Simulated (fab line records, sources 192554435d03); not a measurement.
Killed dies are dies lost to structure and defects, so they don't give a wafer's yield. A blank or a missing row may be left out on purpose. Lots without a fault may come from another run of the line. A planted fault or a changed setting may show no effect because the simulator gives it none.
Split-lot experiment | flow n5_finfet | 7 lots, 21 wafers read, on a route of 1938 steps

THE SPLIT
At N5_BEOL_M12_EXPOSE_07 (exposes mask V11), the setting dose_mj was moved away from the recipe's 32.5 on 2 of the 21 wafers read, by -5.6% to +4.2%. The other wafers ran this setting at the recipe's value.

FROM THE SPLIT TO THE READING: what the file shows between them, 11 steps
- N5_BEOL_M12_PEB_08: peb time 90 s
- N5_BEOL_M12_DEVELOP_09: develop time 45 s
- N5_BEOL_M12_HARDBAKE_14: time 120 s
- N5_BEOL_M12_CD_MEAS_10: target cd 140 nm
- N5_BEOL_M12_DESCUM_15: chemistry O2, time 7.9 s
- N5_BEOL_M12_ETCH_59: etches BARC in N2/H2, target depth 89 nm, overetch 26.7 nm, time 67.9 s
- N5_BEOL_M12_VIA_ETCH_16: etches SiOC in C4F8/O2/Ar, target depth 724.8 nm
- N5_BEOL_M12_STRIP_63: strips in N2/H2
- N5_BEOL_M12_STRIP_64: strips in N2/H2
- N5_BEOL_M12_STRIP_71: strips in post etch residue remover, time 60 s
- N5_BEOL_M12_SRD_72: time 30 s, dry time 30 s

THE READING
cd_nm, in nm, at N5_BEOL_M12_CD_MEAS_17 (target cd 140 nm). Fault-free wafers of this fab line usually give 140.3 nm, standard deviation 1.4 nm.

wafer  | tool, chamber at the split | dose_mj as run | against the recipe | cd_nm, nm | against lot-mates on the recipe
L075.2 | krf_scanner-01, 0          | 32.5           | recipe             | 139.6     | -
L075.4 | krf_scanner-01, 0          | 32.5           | recipe             | 138.3     | -
L075.6 | krf_scanner-01, 0          | 30.67          | -5.6%              | 133.0     | -5.9
L074.3 | krf_scanner-02, 0          | 32.5           | recipe             | 140.0     | -
L074.5 | krf_scanner-02, 0          | 32.5           | recipe             | 140.4     | -
L074.6 | krf_scanner-02, 0          | 32.5           | recipe             | 140.8     | -
L077.2 | krf_scanner-02, 0          | 32.5           | recipe             | 140.4     | -
L077.3 | krf_scanner-02, 0          | 32.5           | recipe             | 140.2     | -
L077.4 | krf_scanner-02, 0          | 32.5           | recipe             | 141.2     | -
L079.1 | krf_scanner-02, 0          | 33.85          | +4.2%              | 144.8     | +1.8
L079.2 | krf_scanner-02, 0          | 32.5           | recipe             | 143.5     | -
L079.6 | krf_scanner-02, 0          | 32.5           | recipe             | 142.6     | -
L085.2 | krf_scanner-02, 0          | 32.5           | recipe             | 139.2     | -
L085.5 | krf_scanner-02, 0          | 32.5           | recipe             | 139.2     | -
L085.6 | krf_scanner-02, 0          | 32.5           | recipe             | 140.0     | -
L089.1 | krf_scanner-01, 0          | 32.5           | recipe             | 138.7     | -
L089.3 | krf_scanner-01, 0          | 32.5           | recipe             | 140.1     | -
L089.6 | krf_scanner-01, 0          | 32.5           | recipe             | 140.5     | -
L097.1 | krf_scanner-02, 0          | 32.5           | recipe             | 138.4     | -
L097.2 | krf_scanner-02, 0          | 32.5           | recipe             | 139.3     | -
L097.4 | krf_scanner-02, 0          | 32.5           | recipe             | 139.7     | -

THE FIT
A straight line over all 21 wafers: cd_nm changes by +1.21 nm for each +1% of dose_mj; r = +0.84; the points scatter about the line by 1.3 nm.
The same after taking each lot's own level away (the mean of its wafers on the recipe; 21 wafers): +0.828 nm for each +1%; r = +0.88; scatter 0.7 nm.
On that fit, the largest move of dose_mj shifts the reading by 4.7 nm.
The lots' own levels span 138.95 to 143.05 nm, that is 2.9 times the standard deviation above.
So the lot-to-lot level changes the slope: the two fits differ.
Check: with one of the wafers moved furthest among these (-5.6%) left out of the fit, the line predicts -2.37 nm for it against its lot-mates. It came out at -5.95 nm against them.

OTHER SPLITS ON THESE WAFERS
These wafers also went through other splits before the reading. Each is held against what the fit with the lots' levels taken away leaves over:
other split on the same wafers      | wafers away from the commonest value | r with cd_nm (lot level and that fit taken away)
N5_BEOL_M10_TRENCH_ETCH_37 source_w | 8                                    | +0.04
N5_BEOL_M11_COAT_22 spin_rpm        | 5                                    | +0.13
N5_BEOL_M11_ETCH_66 time_s          | 7                                    | -0.08
N5_BEOL_M12_COAT_58 spin_rpm        | 8                                    | +0.23

THE WHOLE CHAIN: every reading that the file lists as answering this split, in the file's order
step                   | what it does     | reading | change (the file's fit)               | r (the file's)
N5_BEOL_M12_CD_MEAS_10 | target cd 140 nm | cd_nm   | +0.914 nm for each +1% of the setting | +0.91
N5_BEOL_M12_CD_MEAS_17 | target cd 140 nm | cd_nm   | +0.836 nm for each +1% of the setting | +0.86

THE FILE'S OWN FIT
cd_nm changes by +0.836 nm for each +1% of dose_mj, r = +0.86.
